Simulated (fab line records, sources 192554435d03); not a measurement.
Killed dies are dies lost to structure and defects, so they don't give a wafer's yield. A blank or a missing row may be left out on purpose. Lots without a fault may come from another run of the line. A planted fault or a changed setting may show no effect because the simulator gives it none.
fab line records | flow n5_finfet
record lots=5 wafers=15 last_day=17
route steps=1938 shown SDB@351 BEOL_M4@1111 PASSIVATION@1936
lots that met no fault: from a run of the same line without faults
start_h: hours from the record's first day to the start of the lot's first wafer shown | wait_h: hours since the lot's step before | " the same as in the row above | L1.1+2: a row that stands for several wafers | - no value, or no start given | * or withheld: withheld | < > ~ a bound
route shown NAME@n: a module of which the file shows steps, and the number in the route of the first | usual: mean/standard deviation of fault-free wafers | same: alike in all rows | chamber/n: place in a boat | sites: the reading at each site | _std_site: their standard deviation | _edge_site: outer sites' mean less inner sites' | radius_mm: how far each site lies from the wafer's centre | mask NAME#n: copy n | behind: the tool/chamber that last shaped the wafer | hold: why the lot was held/for how many hours/how that ended | device: the transistor (n, p or np) that didn't switch | end of line: the same wafers' tests at the end of the route | a step without rows: its recipe alone | killed: dies lost to structure and defects at the first sort, not the wafer's yield | map: a wafer's dies, x killed, . not, _ none there
set.NAME: the setting as run; set.NAME@STEP: as run at that earlier step | model.NAME: the simulator's own value behind a step, which no gauge read
lots at some steps of the route; a table a step, a row a wafer
services: from which hour (start_h, from the record's first day; less than 0 if before it) a tool's chamber was out of use, for how many hours, and why
## steps
# step N5_SDB_EBR_07
# recipe solvent=PGMEA ebr_width_mm=1.5
# step N5_SDB_SOFTBAKE_06
# recipe temp_c=110 time_s=60 resist=CAR-ArF
# step N5_SDB_EXPOSE_08
# recipe mask_id=SDB na=1.35 source_shape=conventional sigma_outer=0.5 polarization=unpolarized dose_mj=49.6
# step N5_SDB_PEB_09
# recipe peb_temp_c=withheld peb_time_s=60 resist=CAR-ArF
# step N5_SDB_DEVELOP_10
# recipe develop_time_s=30 developer=TMAH resist=CAR-ArF rinse_liquid=diw dry=air_spin dev_temp_c=23
# step N5_SDB_DESCUM_16
# recipe chemistry=O2 time_s=7.9 source_power_w=50 bias_power_w=20 pressure_mtorr=20 rf_frequency_hz=2.712e+07 temp_c=40 resist=CAR-ArF o2_flow_sccm=225
# step N5_SDB_ETCH_17
# recipe chemistry=CF4 target=SiARC target_depth_a=234 mask_material=CAR-ArF time_s=39 ion_energy_ev=80 pressure_mtorr=40 source_w=545 bias_w=36 Ar_flow_sccm=100 cf4_flow_sccm=100 ends=cleared
# step N5_SDB_ETCH_18
# recipe chemistry=N2/H2 target=SOC target_depth_a=1000 overetch_a=200 mask_material=SiARC temp_c=40 time_s=150 ion_energy_ev=200 pressure_mtorr=30 source_w=840 bias_w=150 n2_flow_sccm=200 h2_flow_sccm=200
# step N5_SDB_STRIP_19
# recipe chemistry=N2/H2 temp_c=40 n2_flow_sccm=200 h2_flow_sccm=200 rf_frequency_hz=6e+07
# step N5_SDB_STRIP_21
# recipe chemistry=CF4 resist=SiARC power_w=300 bias_power_w=75 pressure_mtorr=50 cf4_flow_sccm=150 rf_frequency_hz=6e+07
# usual bias_power_w=75.01/0.21 cf4_flow_sccm=150.1/0.41 drypump_motor_current_A=5.8/0.41 oes_product_au=0.80/0.071 rf_vpp_V=271.2/1.3 showerhead_plenum_p_Torr=1.81/0.047 throttle_valve_pct=13.60/0.27
# columns lot.wafer tool chamber start_h wait_h bias_power_w cf4_flow_sccm drypump_motor_current_A oes_product_au rf_hours_counter_h rf_vpp_V showerhead_plenum_p_Torr throttle_valve_pct model.SiARC_of_SDB_COAT_04.thk_nm
L542.2 rie_diel-06 1 91.76 0.0 - - - - - - - - 12.6
L542.3 " 3 " " - - - - - - - - 12.6
L542.6 " 3 " " - - - - - - - - 12.6
L541.2 rie_diel-01 3 93.41 0.0 - - - - - - - - 13
L541.3 " 2 " " - - - - - - - - 12.8
L541.4 " 0 " " - - - - - - - - 12.8
L543.1 rie_diel-03 3 104.29 0.0 - - - - - - - - 13
L543.3 " 1 " " - - - - - - - - 12.8
L543.5 " 0 " " - - - - - - - - 12.8
L557.2 rie_diel-01 2 185.15 0.0 74.91 149.5 5.9 0.72 190 273.5 1.86 13.80 0
L557.3 " 3 " " 75.11 150.8 6.1 0.91 7 271.3 1.77 13.12 0
L557.5 " 2 " " 74.91 149.4 5.9 0.72 - 271.8 1.86 13.81 0
L559.1 rie_diel-06 3 194.54 0.0 75.43 150.1 5.4 0.83 91 272.3 1.81 13.39 0
L559.2 " 2 " " 75.25 150.0 6.9 0.74 182 272.5 1.79 14.07 0
L559.4 " 0 " " 75.37 150.1 5.7 0.75 143 271.3 1.80 13.68 0
# step N5_SDB_HM_OPEN_20
# recipe chemistry=CH3F/O2 target=SiNx mask_material=SOC target_depth_a=240 stop_on=poly-Si over_etch_frac=0.4 ion_energy_ev=120 pressure_mtorr=30 source_w=395 bias_w=73 Ar_flow_sccm=150 CH3F_flow_sccm=30 O2_flow_sccm=20
# step N5_SDB_STRIP_22
# recipe chemistry=N2/H2 power_w=1000 temp_c=250 h2_frac=0.65 overash_fraction=0.3 pressure_mtorr=withheld n2_flow_sccm=1750 h2_flow_sccm=3250
# usual drypump_motor_current_A=5.39/0.1 h2_flow_sccm=3250/9.6 heater_power_w=342/27 oes_product_au=0.715/0.0049 strip_time_to_endpoint_s=96.2/0.32
# columns lot.wafer tool chamber start_h wait_h drypump_motor_current_A h2_flow_sccm heater_power_w oes_product_au rf_hours_counter_h strip_time_to_endpoint_s model.SOC_of_SDB_COAT_03.thk_nm
L542.2 plasma_asher-01 1 91.86 0.1 5.51 3262 289 - 40 180.3 84
L542.3 " 1 " " 5.50 3255 297 - - 179.8 83.8
L542.6 " 1 " " 5.50 3251 295 - - 180.6 84.2
L541.2 plasma_asher-02 0 93.51 0.1 5.28 3242 352 - 90 181.3 84.6
L541.3 " 0 " " 5.28 3261 358 - - 180.7 84.2
L541.4 " 1 " " 5.29 3257 368 - - 180.9 84.4
L543.1 plasma_asher-02 0 104.39 0.1 5.27 3251 354 - 92 180.5 84
L543.3 " 0 " " 5.29 3251 365 - - 180.6 84.2
L543.5 " 1 " " 5.30 3259 362 - - 180.4 84
L557.2 plasma_asher-01 1 185.25 0.1 5.50 3255 293 0.716 57 96.0 0
L557.3 " 0 " " 5.47 3244 363 0.717 - 95.7 0
L557.5 " 0 " " 5.46 3245 348 0.717 - 95.8 0
L559.1 plasma_asher-02 1 194.64 0.1 5.30 3255 369 0.715 113 96.0 0
L559.2 " 0 " " 5.28 3246 354 0.714 113 96.3 0
L559.4 " 1 " " 5.31 3242 364 0.715 - 96.5 0
# step N5_SDB_PRECLEAN_23
# recipe chemistry=dHF time_s=30 temp_c=25 dilution=withheld
# step N5_SDB_DUMMY_REMOVE_24
# recipe chemistry=TMAH temp_c=70 target=poly-Si stop_on=SiO2 target_depth_nm=142 conc_wt_pct=5 time_s=57 dry=ipa_marangoni rinse_time_s=30 rinse_temp_c=23
# step N5_SDB_ETCH_25
# recipe chemistry=C4F6/O2 target=SiO2 target_depth_a=100 time_s=3.3 ion_energy_ev=250 mask_material=SiNx pressure_mtorr=30 source_w=345 bias_w=185 Ar_flow_sccm=300 C4F6_flow_sccm=10 O2_flow_sccm=10
# usual drypump_motor_current_A=5.7/0.4 oes_product_au=0.80/0.082 rf_vpp_V=668/4.5 showerhead_plenum_p_Torr=2.88/0.09 throttle_valve_pct=21.23/0.28
# same time_s=3.3
# columns lot.wafer tool chamber start_h wait_h drypump_motor_current_A oes_product_au rf_hours_counter_h rf_vpp_V showerhead_plenum_p_Torr throttle_valve_pct model.SiARC_of_SDB_COAT_04.thk_nm
L542.2 rie_diel-01 2 92.09 0.0 5.9 0.75 154 674 2.96 21.33 5.4
L542.3 " 1 " " 5.5 0.85 74 663 2.88 20.75 5.2
L542.6 " 2 " " 5.9 0.76 - 674 2.96 21.32 5.2
L541.2 rie_diel-01 3 93.73 0.0 6.1 0.68 237 667 2.80 21.01 5.8
L541.3 " 2 " " 5.8 0.76 155 675 2.96 21.34 5.6
L541.4 " 0 " " 5.4 1.00 0 668 2.81 21.47 5.6
L543.1 rie_diel-01 1 104.60 0.0 5.5 0.85 78 663 2.88 20.76 5.8
L543.3 " 0 " " 5.5 0.95 4 670 2.81 21.49 5.8
L543.5 " 0 " " 5.5 0.96 - 668 2.81 21.47 5.6
L557.2 rie_diel-03 1 185.47 0.0 5.8 0.88 36 665 3.02 20.87 0
L557.3 " 0 " " 6.0 0.71 223 670 2.93 21.49 0
L557.5 " 0 " " 6.0 0.71 - 669 2.93 21.47 0
L559.1 rie_diel-06 2 194.97 0.1 6.8 0.75 182 671 2.84 21.69 0
L559.2 " 1 " " 5.8 0.81 86 659 2.76 21.46 0
L559.4 " 0 " " 5.8 0.76 143 663 2.85 21.23 0
# step N5_SDB_CUT_ETCH_26
# recipe chemistry=HBr/Cl2/O2 target=Si target_depth_a=1296 bt_time_s=20 mask_material=SiNx time_s=51.8 ion_energy_ev=* bias_w=* pressure_mtorr=10 icp_w=800 HBr_flow_sccm=150 Cl2_flow_sccm=80 O2_flow_sccm=12
# usual drypump_motor_current_A=5.9/0.42 oes_product_au=0.991/0.013 throttle_valve_pct=37.24/0.21
# same bt_time_s=20 time_s=51.8
# columns lot.wafer tool chamber start_h wait_h drypump_motor_current_A oes_product_au rf_hours_counter_h throttle_valve_pct model.SOC_of_SDB_COAT_03.thk_nm
L542.2 rie_si-01 3 92.17 0.1 6.7 0.981 7 36.86 63.6
L542.3 " 2 " " 5.9 0.990 162 36.91 62.6
L542.6 " 0 " " 6.1 1.017 - 37.40 63.2
L541.2 rie_si-05 0 93.81 0.1 5.7 0.968 67 36.98 66.2
L541.3 " 3 " " 5.8 0.979 158 37.21 65
L541.4 " 1 " " 6.0 0.971 8 37.63 65
L543.1 rie_si-01 3 104.69 0.1 6.7 0.987 7 36.84 65.8
L543.3 " 0 " " 6.0 1.013 25 37.41 65.8
L543.5 " 3 " " 6.7 0.986 - 36.85 64.4
L557.2 rie_si-02 0 185.55 0.1 5.1 1.010 112 37.30 0
L557.3 " 3 " " 5.8 0.990 32 37.30 0
L557.5 " 3 " " 5.8 0.993 - 37.32 0
L559.1 rie_si-01 1 195.06 0.1 6.0 1.009 9 37.39 0
L559.2 " 2 " " 5.9 1.003 164 36.93 0
L559.4 " 0 " " 6.1 1.012 27 37.40 0
# step N5_SDB_PRECLEAN_38
# recipe chemistry=dHF time_s=10 dilution=750:1 temp_c=25
# step N5_BEOL_M4_RC_MEAS_101
# usual DIBL_N=36.3/1.2 DIBL_P=36.3/1.4 IOFF_N=0.157/0.02 IOFF_P=0.22/0.033 ION_N=675/9.6 ION_P=465/8.2 SS_N=71.4/0.45 SS_P=73.3/0.54 VT_N=249.8/2.5 VT_P=-249/3.2
# columns lot.wafer tool chamber start_h wait_h DIBL_N[mV/V] DIBL_P[mV/V] IOFF_N[nA/um] IOFF_P[nA/um] ION_N[uA/um] ION_P[uA/um] SS_N[mV/dec] SS_P[mV/dec] VT_N[mV] VT_P[mV]
L557.2 prober-02 0 300.73 0.3 35.4 37.1 0.135 0.20 657 460 70.9 73.3 252.2 -251
L557.3 " 0 " " 35.1 36.5 0.133 0.19 666 462 70.9 72.7 251.8 -251
L557.5 " 0 " " 35.0 36.3 0.129 0.20 663 465 71.1 72.6 252.5 -251
L559.1 prober-02 0 315.03 0.0 35.3 34.1 0.138 0.21 673 469 70.9 74.0 251.2 -247
L559.2 " 0 " " 36.9 36.3 0.167 0.25 680 475 71.6 73.2 248.0 -246
L559.4 " 0 " " 37.5 36.9 0.182 0.25 687 470 71.6 74.2 248.5 -246
# step N5_PASSIVATION_PROBE_49
# usual defect_limited_yield=91.1/1.4 killed_at_M0_to_M3=33/10 killed_at_M4_up=15/5.8 killed_at_contacts=13/5.9 killed_at_front_end=39/11 killed_at_other=4/3.6 killed_dies=105/16 killed_on_rim=13/3.7 killed_open=68/11 killed_short=34/7.8 sort_bin_5_function=5.2/0.88 sort_bin_6_memory=3.3/0.61 sort_n_pass=1075/16 sort_yield_pct=91.1/1.4
# same gross_dies=1180 killed_at_back_side=0 sort_bin_4_leakage[%]=0 sort_bin_8_speed[%]=0
# columns lot.wafer tool chamber start_h wait_h defect_limited_yield[%] killed_at_M0_to_M3 killed_at_M4_up killed_at_contacts killed_at_front_end killed_at_other killed_dies killed_on_rim killed_open killed_short sort_bin_5_function[%] sort_bin_6_memory[%] sort_n_pass sort_yield_pct[%]
L542.2 prober-01 - 300.85 0.1 0 24 30 8 1112 6 1180 152 80 46 95.8 3.8 0 0
L542.3 prober-01 - 300.90 0.1 0 28 24 17 1103 8 1180 152 73 25 96.1 3.6 0 0
L542.6 prober-01 - 301.05 0.3 0 27 21 15 1104 13 1180 152 76 24 96.4 3.6 0 0
L541.2 prober-01 - 311.13 0.1 0 48 11 9 1111 1 1180 152 76 34 95.5 3.9 0 0
L541.3 prober-01 - 311.18 0.1 0 37 18 13 1109 3 1180 152 82 29 96.2 3.6 0 0
L541.4 prober-01 - 311.23 0.2 0 40 15 14 1105 6 1180 152 80 45 96.1 3.5 0 0
L543.1 prober-01 - 340.65 0.0 0 27 14 27 1107 5 1180 152 83 34 96.7 2.9 0 0
L543.3 prober-01 - 340.75 0.1 0 11 8 18 1141 2 1180 152 73 27 96.3 3.6 0 0
L543.5 prober-01 - 340.85 0.2 0 30 17 19 1107 7 1180 152 75 38 96.2 3.2 0 0
L557.2 prober-02 - 408.46 0.1 89.8 25 17 22 55 1 120 14 83 36 6.1 3.6 1060 89.8
L557.3 prober-02 - 408.51 0.1 89.3 28 15 17 65 1 126 15 87 37 6.6 3.7 1054 89.3
L557.5 prober-02 - 408.61 0.2 89.5 39 19 26 35 5 124 17 94 30 6.4 4.0 1056 89.5
# killed by level:class
L542.2 SDB:area_strip=1054 FIN_SAQP:geometric_particle:open=20 BEOL_M4:geometric_particle:open=15 FIN_SAQP:geometric_particle:short=10 MOL_CONTACT_COAG:geometric_particle:open=6 GATE_CUT:geometric_particle:short=5 ILD0:geometric_particle:short=5 BEOL_M0_SAQP:geometric_particle:open=5
L542.3 SDB:area_strip=1080 MOL_CONTACT_COAG:geometric_particle:open=15 BEOL_M4:geometric_particle:open=11 BEOL_M1:geometric_particle:open=10 BEOL_M3:geometric_particle:open=7 STI_FIN_REVEAL:geometric_particle:open=6 STARTING-WAFER:geometric_particle:short=5 BEOL_M0_SAQP:geometric_particle:open=4
L542.6 SDB:area_strip=1079 MOL_CONTACT_COAG:geometric_particle:open=12 BEOL_M0_SAQP:geometric_particle:open=8 BEOL_M1:geometric_particle:open=8 BEOL_M4:geometric_particle:open=8 FIN_SAQP:geometric_particle:open=7 STI_FIN_REVEAL:geometric_particle:open=5 BEOL_M2:geometric_particle:open=4
L541.2 SDB:area_strip=1070 FIN_SAQP:geometric_particle:open=23 BEOL_M0_SAQP:geometric_particle:short=15 BEOL_M0_SAQP:geometric_particle:open=11 FIN_SAQP:geometric_particle:short=7 BEOL_M2:geometric_particle:open=7 MOL_CONTACT_COAG:geometric_particle:open=6 BEOL_M4:geometric_particle:open=6
L541.3 SDB:area_strip=1067 FIN_SAQP:geometric_particle:open=14 STI_FIN_REVEAL:geometric_particle:open=11 BEOL_M0_SAQP:geometric_particle:open=10 MOL_CONTACT_COAG:geometric_particle:open=9 BEOL_M0_SAQP:geometric_particle:short=9 FIN_SAQP:geometric_particle:short=8 BEOL_M1:geometric_particle:open=5
L541.4 SDB:area_strip=1055 STI_FIN_REVEAL:geometric_particle:open=20 MOL_CONTACT_COAG:geometric_particle:open=12 BEOL_M0_SAQP:geometric_particle:short=11 FIN_SAQP:geometric_particle:open=10 FIN_SAQP:geometric_particle:short=8 BEOL_M1:geometric_particle:open=8 BEOL_M0_SAQP:geometric_particle:open=5
L543.1 SDB:area_strip=1063 MOL_CONTACT_COAG:geometric_particle:open=20 FIN_SAQP:geometric_particle:open=16 STI_FIN_REVEAL:geometric_particle:open=8 FIN_SAQP:geometric_particle:short=7 BEOL_M5:geometric_particle:open=7 MOL_CONTACT_COAG:geometric_particle:short=7 BEOL_M0_SAQP:geometric_particle:open=6
L543.3 SDB:area_strip=1078 STI_FIN_REVEAL:geometric_particle:open=16 MOL_CONTACT_COAG:geometric_particle:open=14 FIN_SAQP:geometric_particle:open=13 FIN_SAQP:geometric_particle:short=7 ILD0:geometric_particle:short=4 ILD0:geometric_particle:open=4 GATE_CUT:geometric_particle:short=4
L543.5 SDB:area_strip=1067 MOL_CONTACT_COAG:geometric_particle:open=13 FIN_SAQP:geometric_particle:open=9 BEOL_M1:geometric_particle:open=9 BEOL_M2:geometric_particle:open=7 MOL_CONTACT_COAG:geometric_particle:short=6 FIN_SAQP:geometric_particle:short=5 DUMMY_GATE:geometric_particle:open=5
L557.2 FIN_SAQP:geometric_particle:open=19 MOL_CONTACT_COAG:geometric_particle:open=18 BEOL_M0_SAQP:geometric_particle:open=7 BEOL_M3:geometric_particle:open=7 BEOL_M6:geometric_particle:open=7 FIN_SAQP:geometric_particle:short=6 DUMMY_GATE:geometric_particle:open=6 BEOL_M0_SAQP:geometric_particle:short=6
L557.3 FIN_SAQP:geometric_particle:open=22 MOL_CONTACT_COAG:geometric_particle:open=14 BEOL_M3:geometric_particle:open=9 FIN_SAQP:geometric_particle:short=8 DUMMY_GATE:geometric_particle:open=7 STARTING-WAFER:geometric_particle:short=6 ILD0:geometric_particle:short=6 BEOL_M4:geometric_particle:open=5
L557.5 MOL_CONTACT_COAG:geometric_particle:open=23 BEOL_M2:geometric_particle:open=13 BEOL_M1:geometric_particle:open=9 BEOL_M4:geometric_particle:open=9 FIN_SAQP:geometric_particle:short=5 FIN_SAQP:geometric_particle:open=5 GATE_CUT:geometric_particle:open=5 BEOL_M5:geometric_particle:open=5
# map L541.2 (x killed, . not)
_________________xxxxxxxxxxxx________________
______________xxxxxxxxxxxxxxxxxx_____________
___________xxxxxxxxxxxxxxxxxxxxxxxx__________
__________xxxxxxxxxxxxxxxxxxxxxxxxxx_________
________xxxxxxxxxxxxxxxxxxxxxxxxxxxxxx_______
_______xxxxxxxxxxxxxxxxxxxxxxxxxxxxxxxx______
______xxxxxxxxxxxxxxxxxxxxxxxxxxxxxxxxxx_____
_____xxxxxxxxxxxxxxxxxxxxxxxxxxxxxxxxxxxx____
____xxxxxxxxxxxxxxxxxxxxxxxxxxxxxxxxxxxxxx___
___xxxxxxxxxxxxxxxxxxxxxxxxxxxxxxxxxxxxxxxx__
___xxxxxxxxxxxxxxxxxxxxxxxxxxxxxxxxxxxxxxxx__
__xxxxxxxxxxxxxxxxxxxxxxxxxxxxxxxxxxxxxxxxxx_
__xxxxxxxxxxxxxxxxxxxxxxxxxxxxxxxxxxxxxxxxxx_
_xxxxxxxxxxxxxxxxxxxxxxxxxxxxxxxxxxxxxxxxxxxx
_xxxxxxxxxxxxxxxxxxxxxxxxxxxxxxxxxxxxxxxxxxxx
_xxxxxxxxxxxxxxxxxxxxxxxxxxxxxxxxxxxxxxxxxxxx
_xxxxxxxxxxxxxxxxxxxxxxxxxxxxxxxxxxxxxxxxxxxx
_xxxxxxxxxxxxxxxxxxxxxxxxxxxxxxxxxxxxxxxxxxxx
_xxxxxxxxxxxxxxxxxxxxxxxxxxxxxxxxxxxxxxxxxxxx
_xxxxxxxxxxxxxxxxxxxxxxxxxxxxxxxxxxxxxxxxxxxx
_xxxxxxxxxxxxxxxxxxxxxxxxxxxxxxxxxxxxxxxxxxxx
__xxxxxxxxxxxxxxxxxxxxxxxxxxxxxxxxxxxxxxxxxx_
__xxxxxxxxxxxxxxxxxxxxxxxxxxxxxxxxxxxxxxxxxx_
___xxxxxxxxxxxxxxxxxxxxxxxxxxxxxxxxxxxxxxxx__
___xxxxxxxxxxxxxxxxxxxxxxxxxxxxxxxxxxxxxxxx__
____xxxxxxxxxxxxxxxxxxxxxxxxxxxxxxxxxxxxxx___
_____xxxxxxxxxxxxxxxxxxxxxxxxxxxxxxxxxxxx____
______xxxxxxxxxxxxxxxxxxxxxxxxxxxxxxxxxx_____
_______xxxxxxxxxxxxxxxxxxxxxxxxxxxxxxxx______
________xxxxxxxxxxxxxxxxxxxxxxxxxxxxxx_______
__________xxxxxxxxxxxxxxxxxxxxxxxxxx_________
___________xxxxxxxxxxxxxxxxxxxxxxxx__________
______________xxxxxxxxxxxxxxxxxx_____________
_________________xxxxxxxxxxxx________________
# map L542.2 (x killed, . not)
_________________xxxxxxxxxxxx________________
______________xxxxxxxxxxxxxxxxxx_____________
___________xxxxxxxxxxxxxxxxxxxxxxxx__________
__________xxxxxxxxxxxxxxxxxxxxxxxxxx_________
________xxxxxxxxxxxxxxxxxxxxxxxxxxxxxx_______
_______xxxxxxxxxxxxxxxxxxxxxxxxxxxxxxxx______
______xxxxxxxxxxxxxxxxxxxxxxxxxxxxxxxxxx_____
_____xxxxxxxxxxxxxxxxxxxxxxxxxxxxxxxxxxxx____
____xxxxxxxxxxxxxxxxxxxxxxxxxxxxxxxxxxxxxx___
___xxxxxxxxxxxxxxxxxxxxxxxxxxxxxxxxxxxxxxxx__
___xxxxxxxxxxxxxxxxxxxxxxxxxxxxxxxxxxxxxxxx__
__xxxxxxxxxxxxxxxxxxxxxxxxxxxxxxxxxxxxxxxxxx_
__xxxxxxxxxxxxxxxxxxxxxxxxxxxxxxxxxxxxxxxxxx_
_xxxxxxxxxxxxxxxxxxxxxxxxxxxxxxxxxxxxxxxxxxxx
_xxxxxxxxxxxxxxxxxxxxxxxxxxxxxxxxxxxxxxxxxxxx
_xxxxxxxxxxxxxxxxxxxxxxxxxxxxxxxxxxxxxxxxxxxx
_xxxxxxxxxxxxxxxxxxxxxxxxxxxxxxxxxxxxxxxxxxxx
_xxxxxxxxxxxxxxxxxxxxxxxxxxxxxxxxxxxxxxxxxxxx
_xxxxxxxxxxxxxxxxxxxxxxxxxxxxxxxxxxxxxxxxxxxx
_xxxxxxxxxxxxxxxxxxxxxxxxxxxxxxxxxxxxxxxxxxxx
_xxxxxxxxxxxxxxxxxxxxxxxxxxxxxxxxxxxxxxxxxxxx
__xxxxxxxxxxxxxxxxxxxxxxxxxxxxxxxxxxxxxxxxxx_
__xxxxxxxxxxxxxxxxxxxxxxxxxxxxxxxxxxxxxxxxxx_
___xxxxxxxxxxxxxxxxxxxxxxxxxxxxxxxxxxxxxxxx__
___xxxxxxxxxxxxxxxxxxxxxxxxxxxxxxxxxxxxxxxx__
____xxxxxxxxxxxxxxxxxxxxxxxxxxxxxxxxxxxxxx___
_____xxxxxxxxxxxxxxxxxxxxxxxxxxxxxxxxxxxx____
______xxxxxxxxxxxxxxxxxxxxxxxxxxxxxxxxxx_____
_______xxxxxxxxxxxxxxxxxxxxxxxxxxxxxxxx______
________xxxxxxxxxxxxxxxxxxxxxxxxxxxxxx_______
__________xxxxxxxxxxxxxxxxxxxxxxxxxx_________
___________xxxxxxxxxxxxxxxxxxxxxxxx__________
______________xxxxxxxxxxxxxxxxxx_____________
_________________xxxxxxxxxxxx________________
## services
# columns tool chamber start_h hours kind
rie_diel-01 0 70.33 - clean
rie_diel-01 0 70.33 - consumable_replace:focus_ring
rie_diel-01 0 70.33 22.1 scheduled_down
rie_diel-01 0 70.33 22.1 vent_cycle
rie_diel-03 1 71.21 - clean
rie_diel-03 1 71.21 - consumable_replace:focus_ring
rie_diel-03 1 71.21 - consumable_replace:showerhead
rie_diel-03 1 71.21 12.9 scheduled_down
rie_diel-03 1 71.21 12.9 vent_cycle
rie_si-05 0 104.99 4.3 repair
rie_diel-01 3 105.15 7.8 repair
plasma_asher-02 - 106.05 2.8 pm
rie_si-02 2 134.57 9.6 repair
rie_diel-01 3 137.44 - clean
rie_diel-01 3 137.44 - consumable_replace:focus_ring
rie_diel-01 3 137.44 23.2 scheduled_down
rie_diel-01 3 137.44 23.2 vent_cycle
plasma_asher-01 - 169.11 4.0 repair
rie_si-05 - 173.74 14.6 pm
rie_diel-06 - 174.50 0.2 repair
rie_si-02 1 186.54 1.9 repair
rie_diel-03 1 191.39 1.3 repair
## key
first_sign step=N5_SDB_STRIP_21 reading=tool_record direction=missing
effect step=N5_SDB_STRIP_22 reading=strip_time_to_endpoint_s direction=up sigmas=99+ usual=* struck=*
effect step=N5_PASSIVATION_PROBE_49 reading=sort_bin_5_function direction=up sigmas=99+ usual=5.2 struck=96.1
model_effect step=N5_SDB_STRIP_21 value=SiARC_of_SDB_COAT_04.thk_nm without=0 struck=12.78
model_effect step=N5_SDB_STRIP_22 value=SOC_of_SDB_COAT_03.thk_nm without=0 struck=84.16
model_effect step=N5_SDB_ETCH_25 value=SiARC_of_SDB_COAT_04.thk_nm without=0 struck=5.556
model_effect step=N5_SDB_CUT_ETCH_26 value=SOC_of_SDB_COAT_03.thk_nm without=0 struck=64.62
more_kills_born_at N5_SDB_STRIP_21@rie_diel-06=3213 N5_SDB_STRIP_21@rie_diel-03=3208 N5_SDB_STRIP_21@rie_diel-01=3192
met_at N5_SDB_STRIP_21
struck_wafers L541.2,L541.3,L541.4,L542.2,L542.3,L542.6,L543.1,L543.3,L543.5
later_rows_left_out L541.2,L541.3,L541.4,L542.2,L542.3,L542.6,L543.1,L543.3,L543.5
fault kind=skipped_step_whole tool=rie_diel-01,rie_diel-03,rie_diel-06 chamber=- onset_h=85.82 steps=N5_SDB_STRIP_21 scope=struck_lots_only
# later_rows_left_out: the simulator's readings of these wafers behind a module that went badly wrong aren't trusted and aren't shown, but for the sort
